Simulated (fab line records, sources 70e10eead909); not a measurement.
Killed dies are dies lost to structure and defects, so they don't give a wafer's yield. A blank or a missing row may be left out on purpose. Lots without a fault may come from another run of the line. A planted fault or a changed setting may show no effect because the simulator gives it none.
fab line records | flow nand_harc
record lots=5 wafers=15 last_day=32
route steps=1302 shown P_GATE@155
lots that met no fault: from a run of the same line without faults
start_h: hours from the record's first day to the start of the lot's first wafer shown | wait_h: hours since the lot's step before | " the same as in the row above | L1.1+2: a row that stands for several wafers | - no value, or no start given | * or withheld: withheld | < > ~ a bound
route shown NAME@n: a module of which the file shows steps, and the number in the route of the first | usual: mean/standard deviation of fault-free wafers | same: alike in all rows | chamber/n: place in a boat | sites: the reading at each site | _std_site: their standard deviation | _edge_site: outer sites' mean less inner sites' | radius_mm: how far each site lies from the wafer's centre | mask NAME#n: copy n | behind: the tool/chamber that last shaped the wafer | hold: why the lot was held/for how many hours/how that ended | device: the transistor (n, p or np) that didn't switch | end of line: the same wafers' tests at the end of the route | a step without rows: its recipe alone | killed: dies lost to structure and defects at the first sort, not the wafer's yield | map: a wafer's dies, x killed, . not, _ none there
set.NAME: the setting as run; set.NAME@STEP: as run at that earlier step | model.NAME: the simulator's own value behind a step, which no gauge read
lots at some steps of the route; a table a step, a row a wafer
services: from which hour (start_h, from the record's first day; less than 0 if before it) a tool's chamber was out of use, for how many hours, and why
## steps
# step NHARC_P_GATE_ALD_36
# recipe target_thk_a=200 pulse_time_s=60 ald_cycles=223 temp_c=400 material=SiNx
# usual heater_power_w=814/48 precursor_pulse_height_rel=0.999/0.02
# same ald_cycles=223
# columns lot.wafer tool chamber start_h wait_h heater_power_w precursor_pulse_height_rel
L657.4 ald_sin-04 0 114.79 - 882 0.994
L657.3 " 1 115.84 - 792 1.052
L657.5 " 0 118.97 - 926 0.984
L662.2 ald_sin-01 3 174.85 - 831 0.975
L662.3 " 1 176.99 - 794 0.982
L662.6 " 3 179.13 - 828 1.013
L671.1 ald_sin-01 0 258.10 - 762 0.983
L671.4 " 1 259.14 - 866 0.952
L671.6 " 3 261.21 - 833 0.991
L672.3 ald_sin-04 3 271.23 - 755 1.002
L672.2 " 1 273.32 - 792 1.006
L672.5 " 2 274.37 - 724 1.017
L676.4 ald_sin-03 1 316.01 - 820 1.011
L676.6 " 2 317.07 - 842 0.967
L676.5 " 3 318.12 - 805 0.987
# step NHARC_P_GATE_ETCHBACK_37
# recipe target_depth_a=345 time_s=17.2 chf3_flow_sccm=50 o2_flow_sccm=10 ar_flow_sccm=200 rf_w=500 bias_w=200 chemistry=CHF3/O2
# usual chamber_pressure_mTorr=25.000/0.024 drypump_motor_current_A=5.8/0.38 oes_product_au=0.94/0.031 rf_vpp_V=371.4/2.1 showerhead_plenum_p_Torr=2.44/0.094 throttle_valve_pct=20.572/0.009
# columns lot.wafer tool chamber start_h wait_h chamber_pressure_mTorr drypump_motor_current_A oes_product_au rf_hours_counter_h rf_vpp_V showerhead_plenum_p_Torr throttle_valve_pct
L657.3 rie_diel-04 0 - - 24.982 6.2 0.91 4.2 373.0 2.43 20.573
L657.4 " 3 " " 24.977 6.1 0.93 5.4 373.3 2.48 20.577
L657.5 " 0 " " 24.999 6.2 0.91 - 372.7 2.43 20.569
L662.2 rie_diel-10 0 - - 24.995 5.5 0.92 6.5 369.7 2.40 20.565
L662.3 " 1 " " 25.031 5.4 0.91 6.4 374.0 2.56 20.570
L662.6 " 3 " " 24.990 6.7 0.91 - 371.7 2.40 20.574
L671.4 rie_diel-03 0 - - 25.010 5.9 0.93 8.7 372.7 2.51 20.585
L671.1 " 2 " " 24.973 5.9 0.93 7.5 366.8 2.25 20.587
L671.6 " 0 " " 24.983 6.0 0.93 - 373.3 2.51 20.578
L672.2 rie_diel-04 2 - - 25.016 5.3 0.93 4.5 368.7 2.37 20.558
L672.3 " 0 " " 24.996 6.2 0.94 4.5 371.0 2.42 20.566
L672.5 " 1 " " 24.974 5.8 0.95 - 373.4 2.53 20.559
L676.4 rie_diel-04 0 - - 24.957 6.2 0.94 7.6 371.1 2.42 20.573
L676.6 " 0 " " 25.035 6.2 0.93 - 372.1 2.42 20.577
L676.5 " 1 " " 24.998 5.9 0.93 - 373.4 2.53 20.557
# step NHARC_P_GATE_STRIP_101
# recipe time_s=20 o2_flow_sccm=500 ar_flow_sccm=0 bias_w=0 chemistry=O2
# usual chamber_pressure_mTorr=60.00/0.053 drypump_motor_current_A=5.8/0.38 oes_product_au=1.000/0.0088 rf_vpp_V=57.8/0.96 showerhead_plenum_p_Torr=3.58/0.14 throttle_valve_pct=17.036/0.009
# columns lot.wafer tool chamber start_h wait_h chamber_pressure_mTorr drypump_motor_current_A oes_product_au rf_hours_counter_h rf_vpp_V showerhead_plenum_p_Torr throttle_valve_pct
L657.4 rie_diel-04 3 124.34 0.1 60.05 6.1 1.021 5.4 59.5 3.64 17.027
L657.3 " 0 " " 59.93 6.2 1.004 4.2 57.9 3.56 17.037
L657.5 " 2 " " 60.05 5.4 0.975 - 57.9 3.49 17.029
L662.3 rie_diel-10 0 184.85 0.1 60.08 5.5 1.002 6.6 55.7 3.52 17.040
L662.2 " 1 " " 60.03 5.4 1.012 6.4 58.3 3.76 17.028
L662.6 " 1 " " 60.04 5.4 0.998 - 56.3 3.76 17.037
L671.1 rie_diel-03 1 266.56 0.1 60.10 5.2 0.995 8.3 58.6 3.40 17.040
L671.4 " 2 " " 59.95 5.9 1.011 7.5 57.3 3.32 17.040
L671.6 " 2 " " 59.98 5.9 0.992 - 58.3 3.32 17.025
L672.2 rie_diel-04 0 279.74 0.1 60.07 6.2 1.005 4.5 57.2 3.56 17.034
L672.3 " 2 " " 59.92 5.4 0.992 4.5 57.4 3.48 17.035
L672.5 " 0 " " 59.87 6.2 1.005 - 58.4 3.56 17.042
L676.4 rie_diel-04 1 322.45 0.1 59.93 5.8 0.994 6.7 58.2 3.71 17.044
L676.5 " 0 " " 59.96 6.2 1.010 - 55.7 3.56 17.052
L676.6 " 1 " " 59.98 5.9 1.001 - 57.6 3.71 17.029
# step NHARC_P_GATE_PRECLEAN_97
# recipe time_s=600 temp_c=120 chemistry=SPM
# step NHARC_P_GATE_SRD_98
# step NHARC_P_GATE_PRECLEAN_99
# recipe time_s=* temp_c=50 bath_age_min=0 chemistry=SC1
# step NHARC_P_GATE_SRD_100
# step NHARC_P_GATE_DEHYDRATE_38
# recipe temp_c=150 time_s=120
# step NHARC_P_GATE_HMDS_39
# recipe time_s=30
# step NHARC_P_GATE_COAT_40
# recipe spin_rpm=3000
# step NHARC_P_GATE_SOFTBAKE_41
# recipe temp_c=122 time_s=95
# step NHARC_P_GATE_EBR_42
# step NHARC_P_GATE_EXPOSE_43
# recipe na=0.6 target_cd_nm=720 dose_mj=14.81 mask_id=P_NSD
# usual focus_offset_nm=0.1/0.49 stage_vel_mm_s=500.02/0.24
# columns lot.wafer tool chamber start_h wait_h mask focus_offset_nm stage_vel_mm_s
L657.3 krf_scanner-04 0 125.06 - P_NSD#0 0.6 500.43
L657.4 " 0 " " P_NSD#0 -0.3 500.43
L657.5 " 0 " " P_NSD#0 -0.1 499.86
L662.2 krf_scanner-03 0 185.62 - P_NSD#0 0.0 499.96
L662.3 " 0 " " P_NSD#0 0.5 500.35
L662.6 " 0 " " P_NSD#0 -0.9 499.81
L671.1 krf_scanner-03 0 267.21 - P_NSD_R1#0 0.9 499.89
L671.4 " 0 " " P_NSD_R1#0 0.7 500.33
L671.6 " 0 " " P_NSD_R1#0 0.2 500.36
L672.2 krf_scanner-02 0 280.51 - P_NSD#0 0.1 500.17
L672.3 " 0 " " P_NSD#0 -0.3 500.13
L672.5 " 0 " " P_NSD#0 0.3 500.14
L676.4 krf_scanner-04 0 323.10 - P_NSD#0 0.2 499.99
L676.5 " 0 " " P_NSD#0 0.8 499.94
L676.6 " 0 " " P_NSD#0 0.4 499.82
# step NHARC_P_GATE_PEB_44
# recipe peb_temp_c=118 peb_time_s=85
# step NHARC_P_GATE_DEVELOP_45
# recipe time_s=70
# step NHARC_P_GATE_CD_MEAS_46
# recipe target_cd_nm=720 landing_energy_ev=500
# usual cd_nm=719.8/1.9
# columns lot.wafer tool chamber start_h wait_h cd_nm
L657.3 cd_sem-03 0 125.21 - 717.4
L657.4 " 0 " " 719.3
L657.5 " 0 " " 721.5
L662.2 cd_sem-01 0 185.77 - 717.4
L662.3 " 0 " " 721.0
L662.6 " 0 " " 716.9
L671.1 cd_sem-03 0 267.37 - 681.5
L671.4 " 0 " " 685.4
L671.6 " 0 " " 686.6
L672.2 cd_sem-03 0 280.67 - 721.0
L672.3 " 0 " " 722.4
L672.5 " 0 " " 721.7
L676.4 cd_sem-01 0 323.25 - 719.3
L676.5 " 0 " " 719.4
L676.6 " 0 " " 718.9
# step NHARC_P_GATE_HARDBAKE_47
# recipe temp_c=125 time_s=80
# step NHARC_P_GATE_DESCUM_48
# recipe time_s=3 o2_flow_sccm=200 ar_flow_sccm=0 bias_power_w=0 chemistry=O2
# usual chamber_pressure_mTorr=60.00/0.054 drypump_motor_current_A=5.8/0.4 oes_product_au=0.999/0.0091 rf_vpp_V=57.8/1 showerhead_plenum_p_Torr=1.94/0.076 throttle_valve_pct=11.311/0.0086
# columns lot.wafer tool chamber start_h wait_h chamber_pressure_mTorr drypump_motor_current_A oes_product_au rf_hours_counter_h rf_vpp_V showerhead_plenum_p_Torr throttle_valve_pct model.P_GATE.cd_nm
L657.3 rie_diel-04 0 125.39 - 60.00 6.2 1.001 4.2 56.5 1.93 11.304 717
L657.4 " 1 " " 59.98 5.8 1.009 5.6 59.1 2.02 11.318 719.3
L657.5 " 2 " " 59.94 5.4 0.995 - 56.6 1.89 11.305 722
L662.2 rie_diel-10 0 185.94 - 60.03 5.5 0.998 6.6 57.8 1.91 11.282 717.5
L662.3 " 1 " " 60.01 5.4 1.000 6.4 58.6 2.05 11.310 721.2
L662.6 " 3 " " 60.08 6.7 0.990 - 59.0 1.92 11.312 717
L671.1 rie_diel-04 0 267.55 - 60.05 6.2 1.009 4.4 57.7 1.93 11.315 681.6
L671.4 " 1 " " 60.00 5.9 0.981 5.2 59.2 2.02 11.313 685.9
L671.6 " 1 " " 59.97 5.9 1.000 - 59.3 2.02 11.315 686.5
L672.3 rie_diel-10 0 280.85 - 59.98 5.5 1.003 1.8 58.3 1.91 11.324 722.8
L672.2 " 1 " " 60.10 5.4 1.003 1.7 57.9 2.05 11.315 721
L672.5 " 3 " " 59.95 6.7 1.003 - 57.5 1.91 11.320 721.6
L676.4 rie_diel-03 0 323.42 - 60.05 5.9 1.005 1.9 59.0 2.00 11.312 719.4
L676.5 " 3 " " 60.05 5.5 1.010 - 56.8 1.92 11.312 719.1
L676.6 " 0 " " 59.99 5.9 1.003 - 58.3 2.00 11.313 718.7
# step NHARC_P_GATE_IMPLANT_49
# recipe energy_kev=30 dose_cm2=3e+15 tilt_deg=7
## services
# columns tool chamber start_h hours kind
rie_diel-03 - 104.30 9.0 pm
rie_diel-04 0 105.74 10.1 repair
rie_diel-10 - 109.07 2.5 repair
ald_sin-04 - 109.28 1.6 repair
krf_scanner-04 - 113.71 4.2 repair
krf_scanner-03 - 124.00 4.1 repair
rie_diel-03 0 127.64 4.9 repair
krf_scanner-03 - 148.49 1.7 repair
krf_scanner-03 - 154.91 5.8 repair
rie_diel-10 0 161.55 5.6 repair
rie_diel-04 0 169.39 7.0 repair
ald_sin-01 - 169.89 0.8 repair
rie_diel-04 - 177.90 9.0 pm
rie_diel-03 2 191.92 6.5 repair
rie_diel-03 3 209.51 4.1 repair
rie_diel-10 3 226.91 15.0 repair
rie_diel-10 - 242.50 9.0 pm
rie_diel-04 3 251.51 8.4 repair
rie_diel-04 2 253.20 9.4 repair
rie_diel-10 3 261.20 6.9 repair
rie_diel-10 1 274.67 2.5 repair
rie_diel-03 - 281.30 9.0 pm
rie_diel-04 1 283.20 7.5 repair
rie_diel-04 0 290.93 11.1 repair
## key
first_sign step=NHARC_P_GATE_EXPOSE_43 reading=mask direction=changed
effect step=NHARC_P_GATE_CD_MEAS_46 reading=cd_nm direction=down sigmas=19 usual=719.8 struck=684.5
model_effect step=NHARC_P_GATE_DESCUM_48 value=P_GATE.cd_nm without=720.1 struck=684.7
met_at NHARC_P_GATE_EXPOSE_43
struck_wafers L671.1,L671.4,L671.6
tester_left_out L671
onset_between 185.62 267.21
fault kind=wrong_mask tool=any chamber=- onset_h=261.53 steps=NHARC_P_GATE_EXPOSE_43 aux_copy=P_NSD_R1#0 cd_offset_nm=-35.437 scope=struck_lots_only
# tester_left_out: of these lots the tester's yield and bins aren't shown, on N5 and GAA mostly nor the transistor test; their killed dies are dies lost to structure and defects alone, not to doping, threshold or leakage, so they don't give the yield
